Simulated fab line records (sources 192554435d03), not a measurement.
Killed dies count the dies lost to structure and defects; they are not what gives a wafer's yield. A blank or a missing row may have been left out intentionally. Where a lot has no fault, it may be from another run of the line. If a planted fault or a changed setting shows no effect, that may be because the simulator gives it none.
Matching of chambers	flow n5_finfet	pecvd-02 running N5_FIN_SAQP_HM_DEP_03: 3 sister chambers
The step deposits SiNx from SiH4/NH3/N2, target thk 38 nm, time 33.6 s. 3 wafers are shown with their chamber, then 9 later ones without.

WAFERS, EACH WITH ITS CHAMBER
wafer	chamber	throttle_valve_pct (%)
L080.6	2	40.9
L087.5	0	41.5
L087.6	1	42.9

WAFERS WITH NO CHAMBER GIVEN
wafer	throttle_valve_pct (%)
L089.2	41.0
L089.3	42.5
L089.6	42.9
L093.1	42.8
L093.4	43.0
L093.5	41.6
L097.1	40.8
L097.4	41.7
L097.5	42.8

THE CHAMBER EACH PASSED THROUGH
wafer	from the rows above	in truth
L089.2	2	2
L089.3	1	1
L089.6	1	1
L093.1	1	1
L093.4	1	1
L093.5	0	0
L097.1	2	2
L097.4	0	0
L097.5	1	1
Placed correctly: 9 of 9. From these rows, 0 cannot be placed. Number placed wrongly: 0.
How it was worked out, from the rows above alone: a wafer's distance from a chamber is the root of the sum, over the readings, of the square of ((its reading less the chamber's mean) divided by the reading's scatter). The wafer belongs to the nearest chamber; if the next one is less than 2 further off, it can't be placed. For every chamber, the mean is computed from those of its wafers that are shown. The scatter: with one shown wafer a chamber, the root of the mean of the squares of how far each hidden wafer lies from its nearest shown one.
